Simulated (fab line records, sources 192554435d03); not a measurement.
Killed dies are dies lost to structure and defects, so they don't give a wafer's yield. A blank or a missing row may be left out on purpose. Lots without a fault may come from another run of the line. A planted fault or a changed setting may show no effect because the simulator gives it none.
fab line records | flow n5_finfet
record lots=24 wafers=72 last_day=19
route steps=1938 shown BEOL_M9@1415
lots that met no fault: from a run of the same line without faults
start_h: hours from the record's first day to the start of the lot's first wafer shown | wait_h: hours since the lot's step before | " the same as in the row above | L1.1+2: a row that stands for several wafers | - no value, or no start given | * or withheld: withheld | < > ~ a bound
route shown NAME@n: a module of which the file shows steps, and the number in the route of the first | usual: mean/standard deviation of fault-free wafers | same: alike in all rows | chamber/n: place in a boat | sites: the reading at each site | _std_site: their standard deviation | _edge_site: outer sites' mean less inner sites' | radius_mm: how far each site lies from the wafer's centre | mask NAME#n: copy n | behind: the tool/chamber that last shaped the wafer | hold: why the lot was held/for how many hours/how that ended | device: the transistor (n, p or np) that didn't switch | end of line: the same wafers' tests at the end of the route | a step without rows: its recipe alone | killed: dies lost to structure and defects at the first sort, not the wafer's yield | map: a wafer's dies, x killed, . not, _ none there
set.NAME: the setting as run; set.NAME@STEP: as run at that earlier step | model.NAME: the simulator's own value behind a step, which no gauge read
steps of the route over a sample of lots; a table a step, a row a wafer
services: from which hour (start_h, from the record's first day; less than 0 if before it) a tool's chamber was out of use, for how many hours, and why
## steps
# step N5_BEOL_M9_OVL_MEAS_12
# recipe points_per_wafer=44
# usual M9_OVL=-0.5/0.66
# columns lot.wafer tool chamber start_h wait_h M9_OVL[nm]
L074.1 overlay-01 0 206.36 0.0 -0.3
L074.4 " 0 " " -0.9
L074.6 " 0 " " -0.3
L075.2 overlay-01 0 210.54 0.0 -0.6
L075.4 " 0 " " -1.0
L075.5 " 0 " " -1.6
L077.1 overlay-02 0 218.70 0.0 -0.1
L077.2 " 0 " " -1.7
L077.4 " 0 " " -0.4
L078.1 overlay-01 0 223.69 0.0 -1.6
L078.2 " 0 " " 1.0
L078.4 " 0 " " 0.0
L079.1 overlay-02 0 227.30 0.0 -0.8
L079.4 " 0 " " 0.0
L079.6 " 0 " " -0.6
L080.2 overlay-01 0 236.75 0.0 1.3
L080.3 " 0 " " -0.5
L080.4 " 0 " " 0.1
L081.3 overlay-01 0 248.31 0.0 -2.1
L081.4 " 0 " " -1.4
L081.6 " 0 " " -1.4
L082.3 overlay-02 0 251.82 0.0 -0.6
L082.4 " 0 " " -0.1
L082.6 " 0 " " -1.9
L083.2 overlay-01 0 274.23 0.0 0.1
L083.5 " 0 " " 0.3
L083.6 " 0 " " -0.6
L084.1 overlay-01 0 282.45 0.0 -1.1
L084.3 " 0 " " -0.1
L084.5 " 0 " " 0.2
L086.1 overlay-02 0 286.01 0.0 0.0
L086.2 " 0 " " 0.2
L086.3 " 0 " " -0.3
L085.2 overlay-02 0 286.43 0.0 0.5
L085.4 " 0 " " -0.6
L085.6 " 0 " " -0.4
L087.1 overlay-01 0 293.62 0.0 -0.1
L087.2 " 0 " " 0.1
L087.5 " 0 " " -0.5
L089.1 overlay-02 0 299.91 0.0 -0.2
L089.4 " 0 " " 0.4
L089.6 " 0 " " 0.4
L088.1 overlay-01 0 302.89 0.0 -0.1
L088.4 " 0 " " -0.1
L088.5 " 0 " " -0.6
L090.1 overlay-01 0 303.21 0.0 -0.5
L090.5 " 0 " " -1.1
L090.6 " 0 " " -0.3
L091.1 overlay-01 0 318.24 0.0 1.2
L091.2 " 0 " " -0.7
L091.4 " 0 " " 0.8
L092.2 overlay-01 0 319.03 0.0 -0.3
L092.4 " 0 " " -1.3
L092.5 " 0 " " -0.1
L093.2 overlay-01 0 321.89 0.0 -0.8
L093.4 " 0 " " -0.6
L093.6 " 0 " " -0.4
L094.4 overlay-01 0 349.85 0.0 -0.5
L094.5 " 0 " " -0.1
L094.6 " 0 " " -0.4
L076.2 overlay-02 0 350.07 0.0 -1.1
L076.3 " 0 " " -0.6
L076.5 " 0 " " -1.2
L095.1 overlay-01 0 354.49 0.0 -0.4
L095.3 " 0 " " -0.1
L095.6 " 0 " " -0.2
L097.1 overlay-01 0 371.41 0.0 -0.8
L097.3 " 0 " " 0.1
L097.6 " 0 " " 0.2
L096.1 overlay-02 0 388.27 0.0 -0.9
L096.3 " 0 " " -0.5
L096.4 " 0 " " -0.3
# step N5_BEOL_M9_INSPECT_13
# recipe mode=adi inspect_instrument=brightfield
# usual raw_defect_count=390/84
# columns lot.wafer tool chamber start_h wait_h raw_defect_count
L074.1 defect_inspect-01 - 206.39 0.0 396
L074.4 " - " " 522
L074.6 " - " " 411
L075.2 defect_inspect-01 - 210.57 0.0 611
L075.4 " - " " 322
L075.5 " - " " 380
L077.1 defect_inspect-01 - 218.73 0.0 207
L077.2 " - " " 257
L077.4 " - " " 253
L078.1 defect_inspect-01 - 223.72 0.0 389
L078.2 " - " " 437
L078.4 " - " " 463
L079.1 defect_inspect-01 - 227.32 0.0 509
L079.4 " - " " 475
L079.6 " - " " 396
L080.2 defect_inspect-02 - 236.78 0.0 382
L080.3 " - " " 354
L080.4 " - " " 335
L081.3 defect_inspect-01 - 248.33 0.0 455
L081.4 " - " " 310
L081.6 " - " " 370
L082.3 defect_inspect-02 - 251.84 0.0 323
L082.4 " - " " 307
L082.6 " - " " 358
L083.2 defect_inspect-01 - 274.26 0.0 309
L083.5 " - " " 344
L083.6 " - " " 366
L084.1 defect_inspect-01 - 282.48 0.0 316
L084.3 " - " " 346
L084.5 " - " " 351
L086.1 defect_inspect-02 - 286.04 0.0 308
L086.2 " - " " 273
L086.3 " - " " 277
L085.2 defect_inspect-02 - 286.45 0.0 266
L085.4 " - " " 318
L085.6 " - " " 357
L087.1 defect_inspect-01 - 293.64 0.0 413
L087.2 " - " " 399
L087.5 " - " " 381
L089.1 defect_inspect-02 - 299.93 0.0 377
L089.4 " - " " 409
L089.6 " - " " 485
L088.1 defect_inspect-02 - 302.91 0.0 390
L088.4 " - " " 362
L088.5 " - " " 220
L090.1 defect_inspect-01 - 303.24 0.0 377
L090.5 " - " " 428
L090.6 " - " " 429
L091.1 defect_inspect-01 - 318.27 0.0 332
L091.2 " - " " 544
L091.4 " - " " 385
L092.2 defect_inspect-01 - 319.05 0.0 393
L092.4 " - " " 363
L092.5 " - " " 551
L093.2 defect_inspect-01 - 321.91 0.0 277
L093.4 " - " " 245
L093.6 " - " " 415
L094.4 defect_inspect-01 - 349.87 0.0 522
L094.5 " - " " 457
L094.6 " - " " 420
L076.2 defect_inspect-02 - 350.09 0.0 354
L076.3 " - " " 385
L076.5 " - " " 448
L095.1 defect_inspect-01 - 354.51 0.0 339
L095.3 " - " " 634
L095.6 " - " " 377
L097.1 defect_inspect-02 - 371.44 0.0 407
L097.3 " - " " 438
L097.6 " - " " 392
L096.1 defect_inspect-02 - 388.29 0.0 353
L096.3 " - " " 351
L096.4 " - " " 296
# step N5_BEOL_M9_DESCUM_33
# recipe chemistry=O2 time_s=7 source_power_w=50 bias_power_w=20 pressure_mtorr=20 rf_frequency_hz=2.712e+07 temp_c=40 resist=CAR-EUV o2_flow_sccm=225
# usual drypump_motor_current_A=5.5/0.4 oes_product_au=0.78/0.081 rf_vpp_V=243.3/1.5 showerhead_plenum_p_Torr=2.10/0.073 throttle_valve_pct=20.55/0.15
# columns lot.wafer tool chamber start_h wait_h drypump_motor_current_A oes_product_au rf_hours_counter_h rf_vpp_V showerhead_plenum_p_Torr throttle_valve_pct
L074.1 rie_diel-02 3 209.04 0.0 5.7 0.91 21 245.5 2.21 20.24
L074.4 " 2 " " 5.7 0.75 161 244.4 2.18 20.48
L074.6 " 1 " " 6.0 0.88 - 245.2 2.11 20.64
L075.2 rie_diel-05 3 214.26 0.5 5.3 0.73 187 241.5 1.99 20.37
L075.4 " 0 " " 5.0 0.97 - 242.5 2.15 20.70
L075.5 " 3 " " 5.3 0.73 - 241.7 1.99 20.39
L077.1 rie_diel-02 1 219.88 0.1 6.0 0.87 55 242.7 2.11 20.65
L077.2 " 2 " " 5.7 0.75 164 243.4 2.18 20.49
L077.4 " 3 " " 5.7 0.91 24 245.7 2.21 20.22
L078.1 rie_diel-02 2 225.41 0.0 5.7 0.74 166 243.6 2.18 20.50
L078.2 " 1 " " 6.0 0.86 58 242.6 2.11 20.66
L078.4 " 0 " " 5.6 0.78 118 243.6 2.11 20.61
L079.1 rie_diel-04 0 231.53 0.2 5.4 0.71 208 245.2 2.19 20.43
L079.4 " 3 " " 5.4 0.66 - 243.0 2.05 20.66
L079.6 " 2 " " 5.0 0.89 - 243.3 2.13 20.49
L080.2 rie_diel-04 2 240.04 0.0 5.0 0.89 28 242.5 2.13 20.49
L080.3 " 3 " " 5.4 0.67 248 243.1 2.04 20.67
L080.4 " 0 " " 5.5 0.72 211 243.2 2.19 20.40
L081.3 rie_diel-02 1 250.55 0.0 6.0 0.86 64 244.5 2.10 20.66
L081.4 " 0 " " 5.6 0.77 125 242.1 2.11 20.61
L081.6 " 0 " " 5.6 0.77 - 244.7 2.11 20.61
L082.3 rie_diel-05 3 255.71 0.0 5.4 0.72 199 242.1 1.99 20.38
L082.4 " 2 " " 5.7 0.72 179 241.2 2.00 20.75
L082.6 " 0 " " 5.0 0.93 - 242.7 2.15 20.73
L083.2 rie_diel-04 0 276.42 0.0 5.5 0.70 221 243.6 2.19 20.43
L083.5 " 1 " " 5.0 0.73 - 244.3 2.18 20.60
L083.6 " 2 " " 5.0 0.86 - 243.8 2.13 20.51
L084.1 rie_diel-05 2 284.63 0.0 5.7 0.72 187 242.3 2.00 20.77
L084.3 " 1 " " 6.2 0.77 115 244.1 2.09 20.49
L084.5 " 2 " " 5.7 0.72 - 240.5 2.00 20.76
L086.1 rie_diel-05 2 287.91 0.3 5.7 0.72 189 241.4 2.00 20.76
L086.2 " 3 " " 5.4 0.71 205 242.4 1.99 20.40
L086.3 " 1 " " 6.2 0.78 117 242.9 2.09 20.47
L085.2 rie_diel-05 2 288.34 0.4 5.7 0.72 190 240.2 2.00 20.76
L085.4 " 2 " " 5.7 0.71 - 240.9 2.00 20.77
L085.6 " 1 " " 6.2 0.77 - 245.0 2.09 20.48
L087.1 rie_diel-04 2 295.85 0.0 5.0 0.86 43 243.4 2.12 20.52
L087.2 " 3 " " 5.4 0.94 8 242.8 2.04 20.35
L087.5 " 0 " " 5.4 0.71 - 244.8 2.18 20.44
L089.1 rie_diel-04 0 302.14 0.0 5.4 0.70 228 244.4 2.18 20.44
L089.4 " 1 " " 5.0 0.72 175 244.9 2.18 20.63
L089.6 " 3 " " 5.4 0.93 - 242.5 2.04 20.34
L088.1 rie_diel-05 1 306.41 0.0 6.2 0.76 121 242.3 2.09 20.48
L088.4 " 3 " " 5.4 0.71 209 241.6 1.98 20.40
L088.5 " 3 " " 5.4 0.71 - 242.6 1.98 20.39
L090.1 rie_diel-05 2 306.83 0.3 5.7 0.72 193 241.0 2.00 20.77
L090.5 " 0 " " 5.0 0.90 - 244.3 2.14 20.74
L090.6 " 1 " " 6.2 0.78 - 242.0 2.09 20.48
L091.1 rie_diel-04 1 319.69 0.2 5.0 0.72 179 245.1 2.18 20.62
L091.2 " 2 " " 5.0 0.84 50 243.9 2.12 20.53
L091.4 " 0 " " 5.4 0.69 233 244.2 2.18 20.45
L092.2 rie_diel-02 1 323.51 0.0 6.0 0.83 86 243.4 2.10 20.68
L092.4 " 3 " " 5.7 0.85 51 245.9 2.20 20.25
L092.5 " 3 " " 5.7 0.85 - 245.1 2.20 20.28
L093.2 rie_diel-05 0 323.68 0.0 4.9 0.89 33 244.4 2.14 20.76
L093.4 " 1 " " 6.2 0.77 127 243.6 2.09 20.49
L093.6 " 3 " " 5.4 0.71 - 241.9 1.98 20.40
L094.4 rie_diel-04 1 351.25 0.1 5.0 0.71 - 244.9 2.17 20.62
L094.5 " 2 " " 5.0 0.83 - 245.3 2.12 20.55
L094.6 " 0 " " 5.5 0.69 - 244.7 2.18 20.47
L076.2 rie_diel-05 1 352.00 0.0 6.2 0.76 134 243.1 2.08 20.51
L076.3 " 2 " " 5.7 0.70 207 241.3 1.99 20.78
L076.5 " 1 " " 6.2 0.76 - 242.7 2.08 20.50
L095.1 rie_diel-05 2 357.24 0.0 5.7 0.71 208 240.7 1.99 20.79
L095.3 " 1 " " 6.2 0.77 135 244.7 2.08 20.53
L095.6 " 1 " " 6.2 0.76 - 244.3 2.08 20.50
L097.1 rie_diel-04 3 372.94 0.0 5.4 0.90 23 242.4 2.04 20.36
L097.3 " 1 " " 5.0 0.70 197 244.8 2.17 20.66
L097.6 " 2 " " 4.9 0.81 - 242.8 2.12 20.56
L096.1 rie_diel-05 1 389.82 0.3 6.2 0.75 146 243.7 2.08 20.53
L096.3 " 2 " " 5.7 0.71 219 242.0 1.99 20.81
L096.4 " 3 " " 5.4 0.69 234 241.9 1.98 20.44
# step N5_BEOL_M9_ETCH_41
# recipe chemistry=CH3F/O2 target=SiCN target_depth_a=366 taper_deg=2 time_s=70.1 ion_energy_ev=120 mask_material=TiN pressure_mtorr=30 source_w=395 bias_w=75 Ar_flow_sccm=150 CH3F_flow_sccm=30 O2_flow_sccm=20
# usual drypump_motor_current_A=5.5/0.4 oes_product_au=0.78/0.081 rf_vpp_V=297.5/1.6 showerhead_plenum_p_Torr=2.01/0.072 throttle_valve_pct=16.45/0.11
# columns lot.wafer tool chamber start_h wait_h drypump_motor_current_A oes_product_au rf_hours_counter_h rf_vpp_V showerhead_plenum_p_Torr throttle_valve_pct
L074.1 rie_diel-02 3 - - 5.7 0.92 21 299.1 2.15 16.26
L074.4 " 2 " " 5.7 0.75 161 300.1 2.08 16.35
L074.6 " 1 " " 6.0 0.88 - 296.9 2.04 16.61
L075.2 rie_diel-05 3 - - 5.4 0.74 187 294.8 1.93 16.44
L075.4 " 0 " " 5.0 0.97 - 298.9 2.06 16.49
L075.5 " 3 " " 5.4 0.74 - 296.0 1.93 16.45
L077.1 rie_diel-02 1 - - 6.0 0.87 55 296.5 2.04 16.61
L077.2 " 2 " " 5.7 0.75 164 298.5 2.08 16.36
L077.4 " 3 " " 5.7 0.91 24 301.8 2.15 16.25
L078.1 rie_diel-02 2 - - 5.7 0.75 166 298.9 2.08 16.36
L078.2 " 1 " " 6.0 0.87 58 298.1 2.04 16.60
L078.4 " 0 " " 5.5 0.78 118 298.8 2.03 16.49
L079.1 rie_diel-04 0 - - 5.4 0.73 208 299.1 2.07 16.23
L079.4 " 3 " " 5.4 0.66 - 298.3 1.96 16.67
L079.6 " 2 " " 5.0 0.90 - 297.6 2.05 16.41
L080.2 rie_diel-04 2 - - 4.9 0.89 28 297.4 2.05 16.44
L080.3 " 3 " " 5.3 0.66 248 296.2 1.96 16.66
L080.4 " 0 " " 5.5 0.73 212 299.9 2.07 16.26
L081.3 rie_diel-02 1 - - 6.1 0.86 64 297.9 2.03 16.65
L081.4 " 0 " " 5.5 0.76 126 298.4 2.02 16.50
L081.6 " 0 " " 5.6 0.76 - 296.7 2.02 16.51
L082.3 rie_diel-05 3 - - 5.4 0.73 199 294.9 1.92 16.46
L082.4 " 2 " " 5.6 0.73 179 295.4 1.89 16.49
L082.6 " 0 " " 5.0 0.92 - 298.4 2.05 16.51
L083.2 rie_diel-04 0 - - 5.4 0.72 221 299.0 2.07 16.26
L083.5 " 1 " " 5.0 0.72 - 300.3 2.08 16.40
L083.6 " 2 " " 5.0 0.88 - 298.2 2.05 16.43
L084.1 rie_diel-05 2 - - 5.7 0.72 188 295.3 1.89 16.53
L084.3 " 1 " " 6.2 0.78 115 299.1 2.01 16.42
L084.5 " 2 " " 5.7 0.72 - 294.7 1.89 16.50
L086.1 rie_diel-05 2 - - 5.7 0.71 190 295.3 1.89 16.53
L086.2 " 3 " " 5.4 0.72 205 294.6 1.92 16.50
L086.3 " 1 " " 6.2 0.77 118 297.3 2.00 16.42
L085.2 rie_diel-05 2 - - 5.7 0.72 190 294.6 1.89 16.51
L085.4 " 2 " " 5.7 0.71 - 295.2 1.89 16.51
L085.6 " 1 " " 6.1 0.77 - 296.6 2.00 16.42
L087.1 rie_diel-04 2 - - 5.0 0.87 43 298.6 2.04 16.43
L087.2 " 3 " " 5.4 0.94 8 297.0 1.95 16.22
L087.5 " 0 " " 5.5 0.71 - 299.5 2.07 16.27
L089.1 rie_diel-04 0 - - 5.5 0.71 228 297.8 2.07 16.28
L089.4 " 1 " " 5.0 0.71 175 299.9 2.07 16.44
L089.6 " 3 " " 5.3 0.94 - 296.7 1.95 16.21
L088.1 rie_diel-05 1 - - 6.2 0.77 121 297.7 2.00 16.40
L088.4 " 3 " " 5.4 0.72 209 295.5 1.92 16.49
L088.5 " 3 " " 5.3 0.72 - 294.1 1.92 16.48
L090.1 rie_diel-05 2 - - 5.7 0.71 193 295.8 1.89 16.54
L090.5 " 0 " " 5.0 0.90 - 298.5 2.05 16.53
L090.6 " 1 " " 6.2 0.77 - 298.0 2.00 16.42
L091.1 rie_diel-04 1 - - 5.0 0.72 180 299.8 2.07 16.44
L091.2 " 2 " " 5.0 0.84 50 297.9 2.04 16.46
L091.4 " 0 " " 5.5 0.70 234 298.5 2.07 16.29
L092.2 rie_diel-02 1 - - 6.1 0.84 86 297.9 2.03 16.66
L092.4 " 3 " " 5.7 0.86 51 299.4 2.14 16.33
L092.5 " 3 " " 5.7 0.86 - 299.7 2.14 16.30
L093.2 rie_diel-05 0 - - 5.0 0.89 33 296.5 2.05 16.54
L093.4 " 1 " " 6.2 0.76 127 297.6 2.00 16.44
L093.6 " 3 " " 5.3 0.72 - 294.2 1.92 16.49
L094.4 rie_diel-04 1 - - 5.0 0.70 - 298.9 2.07 16.46
L094.5 " 2 " " 5.0 0.83 - 298.0 2.04 16.51
L094.6 " 0 " " 5.4 0.70 - 297.6 2.06 16.30
L076.2 rie_diel-05 1 - - 6.2 0.76 135 297.1 2.00 16.45
L076.3 " 2 " " 5.6 0.70 208 296.1 1.88 16.56
L076.5 " 1 " " 6.2 0.76 - 297.6 2.00 16.45
L095.1 rie_diel-05 2 - - 5.7 0.70 209 294.5 1.88 16.56
L095.3 " 1 " " 6.1 0.75 136 297.1 2.00 16.47
L095.6 " 1 " " 6.2 0.76 - 297.6 2.00 16.45
L097.1 rie_diel-04 3 - - 5.4 0.91 23 296.6 1.95 16.26
L097.3 " 1 " " 5.0 0.70 197 299.6 2.07 16.49
L097.6 " 2 " " 4.9 0.83 - 298.1 2.04 16.50
L096.1 rie_diel-05 1 - - 6.2 0.75 146 296.5 2.00 16.48
L096.3 " 2 " " 5.7 0.70 220 295.1 1.88 16.57
L096.4 " 3 " " 5.3 0.70 234 296.8 1.91 16.54
# step N5_BEOL_M9_SURFACE_TREAT_79
# recipe gas=Ar time_s=* ion_energy_ev=* ion_current_ma_cm2=0.5 pressure_mtorr=* ar_flow_sccm=30
# usual pressure_mtorr=* throttle_valve_pct=*
# columns lot.wafer tool chamber start_h wait_h pressure_mtorr throttle_valve_pct
L074.1 pvd_sputter-01 - 210.64 0.2 * *
L074.4 " - " " * *
L074.6 " - " " * *
L075.2 pvd_sputter-03 - 215.80 0.3 * *
L075.4 " - " " * *
L075.5 " - " " * *
L077.1 pvd_sputter-03 - 222.93 1.8 * *
L077.2 " - " " * *
L077.4 " - " " * *
L078.1 pvd_sputter-03 - 227.68 0.3 * *
L078.2 " - " " * *
L078.4 " - " " * *
L079.1 pvd_sputter-01 - 233.10 0.3 * *
L079.4 " - " " * *
L079.6 " - " " * *
L080.2 pvd_sputter-01 - 241.59 0.2 * *
L080.3 " - " " * *
L080.4 " - " " * *
L081.3 pvd_sputter-03 - 252.18 0.3 * *
L081.4 " - " " * *
L081.6 " - " " * *
L082.3 pvd_sputter-03 - 258.07 0.3 * *
L082.4 " - " " * *
L082.6 " - " " * *
L083.2 pvd_sputter-02 - 277.97 0.2 * *
L083.5 " - " " * *
L083.6 " - " " * *
L084.1 pvd_sputter-01 - 286.52 0.3 * *
L084.3 " - " " * *
L084.5 " - " " * *
L086.1 pvd_sputter-02 - 291.40 2.0 * *
L086.2 " - " " * *
L086.3 " - " " * *
L085.2 pvd_sputter-02 - 291.96 0.3 * *
L085.4 " - " " * *
L085.6 " - " " * *
L087.1 pvd_sputter-01 - 297.67 0.5 * *
L087.2 " - " " * *
L087.5 " - " " * *
L089.1 pvd_sputter-03 - 303.83 0.2 * *
L089.4 " - " " * *
L089.6 " - " " * *
L088.1 pvd_sputter-03 - 308.03 0.2 * *
L088.4 " - " " * *
L088.5 " - " " * *
L090.1 pvd_sputter-03 - 308.63 0.4 * *
L090.5 " - " " * *
L090.6 " - " " * *
L091.1 pvd_sputter-03 - 322.73 1.2 * *
L091.2 " - " " * *
L091.4 " - " " * *
L092.2 pvd_sputter-03 - 325.09 0.2 * *
L092.4 " - " " * *
L092.5 " - " " * *
L093.2 pvd_sputter-03 - 325.24 0.2 * *
L093.4 " - " " * *
L093.6 " - " " * *
L094.4 pvd_sputter-02 - 353.81 0.2 * *
L094.5 " - " " * *
L094.6 " - " " * *
L076.2 pvd_sputter-03 - 354.27 0.2 * *
L076.3 " - " " * *
L076.5 " - " " * *
L095.1 pvd_sputter-01 - 358.95 0.3 * *
L095.3 " - " " * *
L095.6 " - " " * *
L097.1 pvd_sputter-03 - 374.68 0.4 * *
L097.3 " - " " * *
L097.6 " - " " * *
L096.1 pvd_sputter-03 - 393.32 0.2 * *
L096.3 " - " " * *
L096.4 " - " " * *
# step N5_BEOL_M9_CMP_52
# recipe stop_on=SiCOH_lowk t_overpolish_s=7 down_force_psi=1 platen_rpm=50 clearing_platen_down_force_psi=1.5 clearing_platen_rpm=50 post_cmp_clean=cu_alkaline target_thk_nm=140 clearing_platen_pad_velocity_m_s=0.99484 pad_velocity_m_s=0.99484
# usual barrier_field_endpoint_s=29.3/0.75 clearing_platen_rpm=50.004/0.028 edge_zone_pressure_frac=1.000/0.0049 motor_current_A=6.1/0.72 overpolish_run_s=6.999/0.0088 time_to_endpoint_s=67/3.1
# columns lot.wafer tool chamber start_h wait_h barrier_field_endpoint_s clearing_platen_rpm edge_zone_pressure_frac motor_current_A overpolish_run_s time_to_endpoint_s
L074.4 cmp-01 0 211.78 0.2 29.5 50.076 1.008 5.6 6.995 70
L074.1 " 2 " " 29.9 50.008 1.000 6.7 6.999 70
L074.6 " 3 " " 29.4 50.027 1.007 6.0 7.015 70
L075.2 cmp-01 0 217.02 0.4 31.1 49.982 0.999 5.8 6.995 72
L075.4 " 1 " " 29.7 49.964 0.994 5.0 7.016 66
L075.5 " 3 " " 29.2 50.035 1.007 5.9 7.001 66
L077.2 cmp-01 0 223.66 0.2 29.4 50.041 0.995 5.8 6.993 71
L077.4 " 1 " " 29.1 49.986 1.000 4.9 6.998 65
L077.1 " 2 " " 29.6 50.019 1.001 6.0 7.005 68
L078.2 cmp-01 3 228.46 0.2 27.1 49.976 0.997 5.9 7.004 60
L078.1 " 0 " " 29.9 50.002 0.995 6.0 6.990 68
L078.4 " 1 " " 28.6 50.013 1.000 5.1 7.002 62
L079.4 cmp-01 2 234.21 0.1 29.6 50.019 0.991 6.3 7.000 68
L079.1 " 1 " " 28.5 50.020 1.002 5.2 6.999 61
L079.6 " 2 " " 29.6 50.026 1.000 6.3 7.010 66
L080.4 cmp-01 3 242.32 0.1 28.8 50.000 0.995 6.0 6.997 63
L080.2 " 1 " " 28.4 50.005 0.998 5.0 6.995 62
L080.3 " 2 " " 29.4 50.025 0.993 6.3 6.995 69
L081.3 cmp-02 1 253.60 0.3 30.4 50.033 1.003 8.0 7.006 68
L081.4 " 2 " " 30.2 50.036 1.011 6.9 6.982 70
L081.6 " 3 " " 29.6 49.984 0.985 6.8 7.004 73
L082.3 cmp-04 0 258.86 0.2 28.8 50.018 1.000 6.1 6.981 69
L082.4 " 1 " " 29.2 50.031 0.999 6.0 6.985 65
L082.6 " 0 " " 29.3 50.014 1.001 6.5 6.997 68
L083.2 cmp-01 3 279.13 0.4 30.5 49.982 1.005 5.6 6.998 69
L083.5 " 2 " " 31.3 50.008 0.992 6.4 6.984 71
L083.6 " 3 " " 29.5 49.999 1.000 5.7 7.001 63
L084.3 cmp-04 2 287.65 0.2 28.8 49.982 0.998 6.5 7.002 62
L084.1 " 3 " " 28.6 49.988 0.997 8.2 7.005 66
L084.5 " 2 " " 30.0 49.985 0.998 6.6 7.017 63
L086.1 cmp-01 0 292.44 0.3 29.3 50.031 1.001 5.8 6.992 71
L086.3 " 1 " " 28.1 50.046 1.002 5.3 7.019 65
L086.2 " 2 " " 29.3 50.004 1.006 6.3 6.989 70
L085.2 cmp-01 0 292.76 0.3 29.2 50.013 1.001 5.5 7.012 66
L085.4 " 1 " " 28.9 49.978 1.001 5.4 6.989 63
L085.6 " 2 " " 29.6 50.020 1.000 6.5 6.996 68
L087.1 cmp-01 3 298.72 0.3 29.2 49.984 1.001 5.9 6.982 64
L087.2 " 2 " " 29.0 49.971 0.997 6.5 6.997 67
L087.5 " 3 " " 29.2 49.993 1.004 6.0 6.996 64
L089.1 cmp-01 1 304.95 0.3 29.0 50.003 1.005 4.8 7.022 65
L089.4 " 3 " " 29.8 49.976 0.999 5.8 7.014 64
L089.6 " 1 " " 30.0 50.073 1.002 5.1 6.989 62
L088.1 cmp-01 2 309.22 0.3 29.6 50.051 0.997 6.4 6.999 65
L088.4 " 1 " " 29.1 49.937 0.992 5.1 7.001 60
L088.5 " 2 " " 29.8 49.999 0.992 6.3 6.992 64
L090.1 cmp-01 0 310.03 0.3 30.1 49.976 0.998 6.0 7.004 71
L090.5 " 0 " " 30.4 49.999 1.007 5.8 6.999 70
L090.6 " 1 " " 29.9 49.973 1.001 5.2 6.992 65
L091.1 cmp-04 2 323.61 0.3 28.4 49.987 1.005 6.4 7.001 65
L091.2 " 0 " " 28.5 50.003 0.999 5.7 7.012 66
L091.4 " 1 " " 28.6 50.001 1.001 5.9 6.999 65
L092.4 cmp-04 0 325.81 0.1 30.3 50.026 1.005 6.2 7.001 69
L092.2 " 3 " " 29.4 50.014 0.998 8.4 6.987 68
L092.5 " 0 " " 30.1 50.020 0.995 6.3 6.996 67
L093.2 cmp-04 3 326.13 0.2 29.1 50.009 1.007 7.7 6.995 70
L093.4 " 1 " " 28.1 50.010 1.006 5.4 6.998 66
L093.6 " 3 " " 29.2 50.054 1.002 7.9 6.989 69
L094.4 cmp-04 2 355.11 0.6 28.8 50.028 1.003 6.6 6.997 67
L094.6 " 3 " " 28.6 49.983 0.998 8.1 7.003 67
L094.5 " 0 " " 29.3 50.052 0.999 5.8 7.000 66
L076.2 cmp-04 0 355.23 0.3 29.0 50.035 1.008 6.1 7.004 71
L076.3 " 1 " " 28.2 50.014 1.000 5.6 7.004 68
L076.5 " 0 " " 29.1 50.024 1.005 6.3 6.991 69
L095.1 cmp-01 3 360.30 0.3 29.6 50.007 1.001 5.7 7.007 66
L095.3 " 1 " " 28.3 49.996 1.004 5.3 6.994 65
L095.6 " 2 " " 29.5 49.974 1.000 6.3 6.996 69
L097.1 cmp-01 0 375.73 0.3 28.9 49.979 1.011 5.9 7.004 69
L097.3 " 1 " " 28.4 49.952 0.997 5.2 6.979 65
L097.6 " 3 " " 28.4 50.014 1.001 6.0 7.007 65
L096.3 cmp-01 2 394.17 0.2 28.8 50.019 0.998 6.5 7.012 65
L096.4 " 0 " " 29.6 50.066 1.011 5.9 6.996 66
L096.1 " 1 " " 28.1 49.994 1.012 5.3 6.995 63
## services
# columns tool chamber start_h hours kind
cmp-01 - 188.53 14.5 pm
cmp-04 - 194.82 0.4 repair
rie_diel-05 1 213.02 4.7 repair
rie_diel-04 1 214.95 6.7 repair
rie_diel-04 1 222.61 13.5 repair
cmp-01 - 229.65 3.2 repair
rie_diel-05 1 230.47 5.5 repair
rie_diel-02 1 230.65 2.4 repair
cmp-01 - 238.96 0.3 repair
cmp-04 - 247.56 1.2 repair
cmp-04 - 255.29 0.5 repair
cmp-04 - 261.01 0.4 repair
rie_diel-05 3 263.47 13.5 repair
rie_diel-02 3 294.20 9.6 repair
pvd_sputter-02 - 302.85 7.1 repair
cmp-04 - 308.56 6.1 pm
cmp-01 - 320.16 4.0 pm
pvd_sputter-01 - 320.59 12.8 repair
cmp-01 - 328.86 4.3 repair
rie_diel-04 3 330.35 22.4 repair
cmp-01 - 353.26 6.0 pm
cmp-04 - 363.26 14.0 pm
rie_diel-02 0 375.55 2.3 repair
rie_diel-05 2 392.86 3.8 repair
## key
fault none
